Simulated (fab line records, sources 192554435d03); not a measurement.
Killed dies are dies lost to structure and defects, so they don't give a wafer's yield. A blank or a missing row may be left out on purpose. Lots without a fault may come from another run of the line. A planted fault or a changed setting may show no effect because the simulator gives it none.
A struck lot beside a sound one | flow n5_finfet | 43 steps out of a route of 1938
Sound: wafers L306.1, L306.5, L306.6. Struck: wafer L311.3. (L311.1, L311.4 of the same lot were not struck and are left out.) The cause comes at the end.
At each step with rows: each side's tool, then ch and its chambers, then its first start. Under that, the readings that differ: sound wafers | struck wafers | difference of the means | sigmas: that difference in standard deviations of wafers without a fault.
alike: readings whose means differ by less than 2 such deviations, and words and numbers that are the same on both sides. not compared: withheld readings, readings that some wafer has no value for, bounds like >300 that may hide the same value, and numbers for which the record gives no deviation and whose values overlap.
The two part at a step that has a row with sigmas, a row that says differs or no value, or rows on one side only. Numbers that don't overlap but have no deviation are shown without sigmas and don't part them. A reading that every wafer of one side lacks parts them only if that side has two wafers or more.

N5_BEOL_M14_PRE_CLEAN_42: time 30 s.
  sound on pvd_sputter-02, day 10 23:32; struck on pvd_sputter-02, day 13 05:43
  alike: heater_power_w
then, 1 step without rows for these wafers: N5_BEOL_M14_SPUTTER_43 (material TaN, target thk 15 nm, time 24.19 s).
N5_BEOL_M14_SPUTTER_44: material Ta, target thk 15 nm, time 24.19 s.
  sound on pvd_sputter-02, day 10 23:39; struck on pvd_sputter-02, day 13 05:50
  alike: throttle_valve_pct
N5_BEOL_M14_SPUTTER_45: material Cu, target thk 100 nm, time 16.67 s.
  sound on pvd_sputter-02, day 10 23:44; struck on pvd_sputter-02, day 13 05:55
  alike: throttle_valve_pct
then, 3 steps without rows for these wafers: N5_BEOL_M14_ECD_47 (material Cu, target thk 1248 nm); N5_BEOL_M14_ANNEAL_48 (time 90 s); N5_BEOL_M14_CMP_49 (polishes, stops on SiO2, t overpolish 5.2 s, target thk 560 nm).
N5_BEOL_M14_THK_MEAS_50: measures by xrf.
  sound on film_metro-02, day 11 01:03; struck on film_metro-01, day 13 06:49
  alike: M14_THK
then, 2 steps without rows for these wafers: N5_BEOL_M14_PRE_CLEAN_52 (time 15 s); N5_BEOL_M14_DEP_53 (deposits SiCN from 3MS/NH3, target thk 50 nm, time 17.8 s).
N5_BEOL_M14_RS_MEAS_54: measures by four-point-probe.
  sound on film_metro-02, day 11 01:11; struck on film_metro-01, day 13 06:57
  alike: M14_RS
N5_BEOL_M14_INSPECT_55: inspects for defects (darkfield).
  sound on defect_inspect-02, day 11 01:12; struck on defect_inspect-01, day 13 06:58
  alike: raw_defect_count
N5_BEOL_M15_ILD_DEP_00: deposits SiO2 from TEOS/O2, target thk 1629.3 nm, time 346.1 s.
  sound on pecvd-04 ch 0,1,2, day 11 01:14; struck on pecvd-04 ch 0, day 13 07:01
  reading                                       | sound             | struck | difference | sigmas
  run_length_s (s)                              | 388.7 389.4 389.8 | 441.5  | +52.2      | +93
  model.SiO2_of_BEOL_M15_ILD_DEP_00.thk_nm (nm) | 1625 1620 1623    | 1876   | +253       |
  alike: heater_power_w, showerhead_plenum_p_Torr, throttle_valve_pct
N5_BEOL_M15_THK_MEAS_01:
  sound on film_metro-01, day 11 01:29; struck on film_metro-01, day 13 07:16
  reading          | sound          | struck | difference | sigmas
  M15_ILD_THK (nm) | 1626 1621 1624 | 1876   | +252       | +14
then, 8 steps without rows for these wafers: N5_BEOL_M15_COAT_58 (time 60 s, resist thk 89 nm); N5_BEOL_M15_COAT_04 (resist thk 800 nm); N5_BEOL_M15_EBR_06; N5_BEOL_M15_SOFTBAKE_05 (time 60 s); N5_BEOL_M15_EXPOSE_07 (exposes mask V14); N5_BEOL_M15_PEB_08 (peb time 90 s); N5_BEOL_M15_DEVELOP_09 (develop time 45 s); N5_BEOL_M15_HARDBAKE_14 (time 120 s).
N5_BEOL_M15_CD_MEAS_10: target cd 360 nm.
  sound on cd_sem-02 ch 0, day 11 01:55; struck on cd_sem-01 ch 0, day 13 07:41
  alike: cd_nm
N5_BEOL_M15_OVL_MEAS_11:
  sound on overlay-02 ch 0, day 11 01:57; struck on overlay-02 ch 0, day 13 07:43
  alike: V14_OVL
N5_BEOL_M15_INSPECT_12: inspects for defects (macro).
  sound on defect_inspect-02, day 11 01:58; struck on defect_inspect-01, day 13 07:44
  alike: raw_defect_count
then, 2 steps without rows for these wafers: N5_BEOL_M15_DESCUM_15 (chemistry O2, time 7.9 s); N5_BEOL_M15_ETCH_59 (etches BARC in N2/H2, target depth 89 nm, overetch 26.7 nm, time 67.9 s).
N5_BEOL_M15_VIA_ETCH_16: etches SiO2 in C4F8/O2/Ar, target depth 1792.2 nm.
  sound on rie_diel-03 ch 0,3, day 11 02:05; struck on rie_diel-05 ch 3, day 13 07:56
  reading                                    | sound             | struck | difference | sigmas
  rf_vpp_V (V)                               | 2199 2205 2200    | 2266   | +65        | +3
  model.etch.depth_nm (nm)                   | 1625 1620 1623    | 1876   | +253       |
  model.coat_of_BEOL_M15_COAT_04.thk_nm (nm) | 335.2 328.6 335.6 | 280    | -53        |
  alike: C4F8_flow_sccm, O2_flow_sccm, drypump_motor_current_A, oes_product_au, showerhead_plenum_p_Torr, throttle_valve_pct
  not compared: bias_w
N5_BEOL_M15_STRIP_63: strips in O2.
  sound on rie_diel-03 ch 0,3; struck on rie_diel-05 ch 3
  alike: drypump_motor_current_A, oes_product_au, rf_vpp_V, showerhead_plenum_p_Torr, throttle_valve_pct
  not compared: rf_hours_counter_h
N5_BEOL_M15_STRIP_64: strips in O2.
  sound on rie_diel-03 ch 0,3; struck on rie_diel-05 ch 3
  alike: drypump_motor_current_A, oes_product_au, rf_vpp_V, showerhead_plenum_p_Torr, throttle_valve_pct
  not compared: rf_hours_counter_h
then, 2 steps without rows for these wafers: N5_BEOL_M15_STRIP_65 (strips in post etch residue remover, time 60 s); N5_BEOL_M15_SRD_66 (time 30 s, dry time 30 s).
N5_BEOL_M15_CD_MEAS_17: target cd 360 nm.
  sound on cd_sem-01, day 11 02:30; struck on cd_sem-01, day 13 08:20
  reading    | sound             | struck | difference | sigmas
  cd_nm (nm) | 359.6 360.2 361.1 | 365.0  | +4.7       | +3
then, 9 steps without rows for these wafers: N5_BEOL_M15_COAT_56 (time 60 s, resist thk 550 nm); N5_BEOL_M15_ETCH_57 (etches SOC in N2/H2, time 750 s); N5_BEOL_M15_COAT_60 (time 60 s, resist thk 89 nm); N5_BEOL_M15_COAT_22 (resist thk 800 nm); N5_BEOL_M15_EBR_24; N5_BEOL_M15_SOFTBAKE_23 (time 60 s); N5_BEOL_M15_EXPOSE_25 (exposes mask M15, target cd 400 nm); N5_BEOL_M15_PEB_26 (peb time 90 s); N5_BEOL_M15_DEVELOP_27 (develop time 45 s).
N5_BEOL_M15_CMP_49: polishes, stops on SiO2, t overpolish 4.9 s, target thk 850 nm.
  sound on cmp-01 ch 1,2,3, day 11 09:56; struck on cmp-02 ch 3, day 13 12:09
  reading                                       | sound          | struck | difference | sigmas
  model.SiO2_of_BEOL_M15_ILD_DEP_00.thk_nm (nm) | 1547 1540 1543 | 1795   | +252       |
  alike: clearing_platen_down_force_psi, motor_current_A
  not compared: pad_life_wafers

WHERE THEY PART
First at N5_BEOL_M15_ILD_DEP_00; last, within this record, at N5_BEOL_M15_CD_MEAS_17. Later steps at which nothing parts them and some readings are alike: N5_BEOL_M15_CMP_49.

WHY: what the simulator had put in
Process parameter drift: pecvd-04, from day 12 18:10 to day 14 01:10, at N5_BEOL_M15_ILD_DEP_00. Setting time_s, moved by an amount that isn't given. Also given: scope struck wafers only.
